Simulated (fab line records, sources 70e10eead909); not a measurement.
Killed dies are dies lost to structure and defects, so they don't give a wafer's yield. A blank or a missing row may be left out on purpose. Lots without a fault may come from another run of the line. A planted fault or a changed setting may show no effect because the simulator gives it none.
Which tool did it? | flow nand_harc | 12 lots, 36 wafers sampled, at 4 steps of a route of 1302

WHAT THE GAUGES READ, wafer by wafer
The record holds no reading of a measuring or inspecting step that can be judged against a usual standard deviation.

WHICH TOOL RAN EACH LOT (tool, then ch and the chambers of the sampled wafers, then the start)
lot  | NHARC_A_CONTACT_ETCH_110           | NHARC_A_CONTACT_STRIP_26                      | NHARC_A_BLC_SOFTBAKE_05           | NHARC_A_BLC_DESCUM_15
L800 | rie_diel-04 ch 0,2, day 22 23:01   | rie_diel-04 ch 0,2,3, day 23 01:00 or earlier | litho_track-01 ch 0, day 23 01:00 | rie_diel-12 ch 1,2, day 23 01:52
L804 | rie_diel-11 ch 0,1,2, day 25 04:32 | rie_diel-11 ch 0,2, day 25 06:00 or earlier   | litho_track-04 ch 0, day 25 06:00 | rie_diel-13 ch 0,2,3, day 25 07:26
L805 | rie_diel-04 ch 1,3, day 26 00:55   | rie_diel-04 ch 0,1, day 26 03:00 or earlier   | litho_track-04 ch 0, day 26 03:00 | rie_diel-13 ch 1,2,3, day 26 03:45
L809 | rie_diel-04 ch 0,1, day 26 09:37   | rie_diel-04 ch 1,2,3, day 26 11:00 or earlier | litho_track-06 ch 0, day 26 11:00 | rie_diel-12 ch 1,2, day 26 12:27
L808 | rie_diel-06 ch 0,1,2, day 26 11:42 | rie_diel-06 ch 0,1,3, day 26 13:00 or earlier | litho_track-06 ch 0, day 26 13:00 | rie_diel-12 ch 1,2,3, day 26 14:32
L810 | rie_diel-04 ch 2,3, day 26 16:13   | rie_diel-04 ch 0,3, day 26 18:00 or earlier   | litho_track-06 ch 0, day 26 18:00 | rie_diel-13 ch 2,3, day 26 18:55
L807 | rie_diel-06 ch 0,1, day 26 19:44   | rie_diel-06 ch 0,1, day 26 21:00 or earlier   | litho_track-01 ch 0, day 26 21:00 | rie_diel-13 ch 0,1,2, day 26 22:35
L814 | rie_diel-04 ch 0,1, day 28 09:06   | rie_diel-04 ch 2,3, day 28 11:00 or earlier   | litho_track-01 ch 0, day 28 11:00 | rie_diel-12 ch 0,1, day 28 11:49
L819 | rie_diel-04 ch 0,1, day 30 07:46   | rie_diel-04 ch 1,2, day 30 09:00 or earlier   | litho_track-01 ch 0, day 30 09:00 | rie_diel-12 ch 2,3, day 30 10:36
L820 | rie_diel-11 ch 0,1,2, day 31 09:18 | rie_diel-11 ch 0,1, day 31 11:00 or earlier   | litho_track-01 ch 0, day 31 11:00 | rie_diel-12 ch 0,1,2, day 31 12:01
L821 | rie_diel-04 ch 0,2,3, day 31 11:43 | rie_diel-04 ch 0,1,3, day 31 13:00 or earlier | litho_track-01 ch 0, day 31 13:00 | rie_diel-13 ch 1,2,3, day 31 14:34
L822 | rie_diel-04 ch 0,1,3, day 32 02:46 | rie_diel-04 ch 0,1,3, day 32 04:00 or earlier | litho_track-06 ch 0, day 32 04:00 | rie_diel-13 ch 0,1,3, day 32 05:28
- NHARC_A_CONTACT_ETCH_110: etches the open film in CF4/O2, target depth 60 nm, overetch 6 nm, time 33 s.
- NHARC_A_CONTACT_STRIP_26: strips in O2.
- NHARC_A_BLC_SOFTBAKE_05: time 55 s.
- NHARC_A_BLC_DESCUM_15: chemistry O2, time 3 s.

WHAT THE TOOLS THEMSELVES READ (means of the sampled wafers that have a number; where no wafer has one, the mark that the record gives instead)
NHARC_A_CONTACT_ETCH_110. Usual: drypump_motor_current_A 5.5 A, standard deviation 0.36; oes_product_au 1.003 a.u., standard deviation 0.0094; rf_vpp_V 198.2 V, standard deviation 1.2; showerhead_plenum_p_Torr 1.36 Torr, standard deviation 0.039; throttle_valve_pct 13.397 %, standard deviation 0.0086.
lot  | tool        | drypump_motor_current_A (A) | oes_product_au (a.u.) | rf_vpp_V (V) | showerhead_plenum_p_Torr (Torr) | throttle_valve_pct (%) | flag
L800 | rie_diel-04 | 5.3                         | 1.017                 | 199.5        | 1.38                            | 13.388                 |
L804 | rie_diel-11 | 5.9                         | 0.997                 | 199.7        | 1.42                            | 13.393                 |
L805 | rie_diel-04 | 5.4                         | 1.008                 | 197.0        | 1.34                            | 13.391                 |
L809 | rie_diel-04 | 5.4                         | 1.001                 | 197.9        | 1.35                            | 13.394                 |
L808 | rie_diel-06 | 5.8                         | 0.985                 | 197.0        | 1.32                            | 13.396                 |
L810 | rie_diel-04 | 5.3                         | 1.004                 | 198.3        | 1.37                            | 13.395                 |
L807 | rie_diel-06 | 6.1                         | 0.989                 | 197.7        | 1.33                            | 13.400                 |
L814 | rie_diel-04 | 5.4                         | 1.003                 | 198.0        | 1.35                            | 13.396                 |
L819 | rie_diel-04 | 5.4                         | 1.012                 | 198.1        | 1.36                            | 13.400                 |
L820 | rie_diel-11 | 5.9                         | 1.004                 | 199.5        | 1.41                            | 13.389                 |
L821 | rie_diel-04 | 5.3                         | 1.002                 | 199.2        | 1.37                            | 13.404                 |
L822 | rie_diel-04 | 5.4                         | 1.008                 | 199.3        | 1.35                            | 13.394                 |

NHARC_A_CONTACT_STRIP_26. Usual: drypump_motor_current_A 5.6 A, standard deviation 0.37; oes_product_au 1.001 a.u., standard deviation 0.01; rf_vpp_V 57.9 V, standard deviation 0.87; showerhead_plenum_p_Torr 3.59 Torr, standard deviation 0.097; throttle_valve_pct 17.035 %, standard deviation 0.0091.
lot  | tool        | drypump_motor_current_A (A) | oes_product_au (a.u.) | rf_vpp_V (V) | showerhead_plenum_p_Torr (Torr) | throttle_valve_pct (%) | flag
L800 | rie_diel-04 | 5.3                         | 1.010                 | 58.9         | 3.63                            | 17.032                 |
L804 | rie_diel-11 | 5.8                         | 0.995                 | 58.4         | 3.74                            | 17.035                 |
L805 | rie_diel-04 | 5.4                         | 1.005                 | 58.5         | 3.61                            | 17.044                 |
L809 | rie_diel-04 | 5.3                         | 1.002                 | 58.0         | 3.58                            | 17.040                 |
L808 | rie_diel-06 | 6.1                         | 0.994                 | 58.1         | 3.48                            | 17.031                 |
L810 | rie_diel-04 | 5.4                         | 1.001                 | 58.4         | 3.63                            | 17.039                 |
L807 | rie_diel-06 | 6.1                         | 0.986                 | 58.7         | 3.50                            | 17.037                 |
L814 | rie_diel-04 | 5.3                         | 0.999                 | 57.0         | 3.60                            | 17.029                 |
L819 | rie_diel-04 | 5.3                         | 1.013                 | 57.8         | 3.59                            | 17.036                 |
L820 | rie_diel-11 | 6.2                         | 1.002                 | 57.6         | 3.73                            | 17.031                 |
L821 | rie_diel-04 | 5.4                         | 1.008                 | 58.5         | 3.57                            | 17.030                 |
L822 | rie_diel-04 | 5.4                         | 1.017                 | 57.9         | 3.57                            | 17.038                 |

NHARC_A_BLC_SOFTBAKE_05. Usual: heater_power_total_W 188.45 W, standard deviation 0.13.
lot  | tool           | heater_power_total_W (W) | flag
L800 | litho_track-01 | 188.40                   |
L804 | litho_track-04 | 188.46                   |
L805 | litho_track-04 | 188.43                   |
L809 | litho_track-06 | 188.38                   |
L808 | litho_track-06 | 188.50                   |
L810 | litho_track-06 | 188.51                   |
L807 | litho_track-01 | 188.40                   |
L814 | litho_track-01 | 188.39                   |
L819 | litho_track-01 | 188.44                   |
L820 | litho_track-01 | 231.86                   | OFF
L821 | litho_track-01 | 231.78                   | OFF
L822 | litho_track-06 | 188.36                   |

NHARC_A_BLC_DESCUM_15. Usual: drypump_motor_current_A 5.8 A, standard deviation 0.39; oes_product_au 0.998 a.u., standard deviation 0.01; rf_vpp_V 57.8 V, standard deviation 0.83; showerhead_plenum_p_Torr 1.91 Torr, standard deviation 0.1; throttle_valve_pct 11.312 %, standard deviation 0.0089.
lot  | tool        | drypump_motor_current_A (A) | oes_product_au (a.u.) | rf_vpp_V (V) | showerhead_plenum_p_Torr (Torr) | throttle_valve_pct (%) | flag
L800 | rie_diel-12 | 5.9                         | 1.015                 | 58.1         | 2.02                            | 11.316                 |
L804 | rie_diel-13 | 5.5                         | 0.996                 | 58.0         | 1.91                            | 11.315                 |
L805 | rie_diel-13 | 5.3                         | 0.988                 | 57.8         | 1.82                            | 11.306                 |
L809 | rie_diel-12 | 5.9                         | 0.997                 | 58.1         | 2.01                            | 11.317                 |
L808 | rie_diel-12 | 5.9                         | 1.008                 | 57.3         | 1.94                            | 11.313                 |
L810 | rie_diel-13 | 5.3                         | 0.993                 | 57.2         | 1.85                            | 11.312                 |
L807 | rie_diel-13 | 5.6                         | 0.988                 | 58.0         | 1.88                            | 11.318                 |
L814 | rie_diel-12 | 6.0                         | 1.003                 | 58.3         | 1.98                            | 11.307                 |
L819 | rie_diel-12 | 6.0                         | 0.999                 | 57.5         | 1.88                            | 11.317                 |
L820 | rie_diel-12 | 5.9                         | 1.003                 | 57.7         | 1.99                            | 11.316                 |
L821 | rie_diel-13 | 5.3                         | 0.998                 | 57.2         | 1.82                            | 11.315                 |
L822 | rie_diel-13 | 5.7                         | 1.007                 | 58.0         | 1.89                            | 11.311                 |

THE ANSWER, worked out from the rows above alone
Rule: a lot is off if the mean of its wafers that have a number lies more than 3 standard deviations from the usual mean. A lot without any number at a reading at which 4 lots or more have one is off too. The other lots that the step has rows for count as sound. The gauges are gone through in route order, then the tools' own readings, and for those a lot's mean is taken as printed above. The first step at which some lot is off is used, and at that step the reading that is off furthest; a lot without a number counts as furthest.
Off: L820, L821, at NHARC_A_BLC_SOFTBAKE_05 (heater_power_total_W).
A tool fits if, at that step or a process step before it, it ran every lot that is off, and no sound lot after the first of them. NHARC_A_CONTACT_STRIP_26 gives no start for some lots, so the hours and the order of its lots are those of NHARC_A_BLC_SOFTBAKE_05. One fits: litho_track-01 at NHARC_A_BLC_SOFTBAKE_05. Its last sound lot is L819 (day 30 09:00), its first lot that is off L820 (day 31 11:00): a fault that began between those two fits.
The tool's own readings at NHARC_A_BLC_SOFTBAKE_05 bear it out: on the lots that are off they differ by more than 5 times the standard deviation of the sound lots' means. heater_power_total_W reads 231.82 W there against 188.43 W on the sound lots.

WHAT THE SIMULATOR HAD PUT IN
Process parameter drift: litho_track-01, from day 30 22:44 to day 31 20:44, at NHARC_A_BLC_SOFTBAKE_05. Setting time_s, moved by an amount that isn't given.
Lots struck among those shown: L820, L821. The rule above found the same.
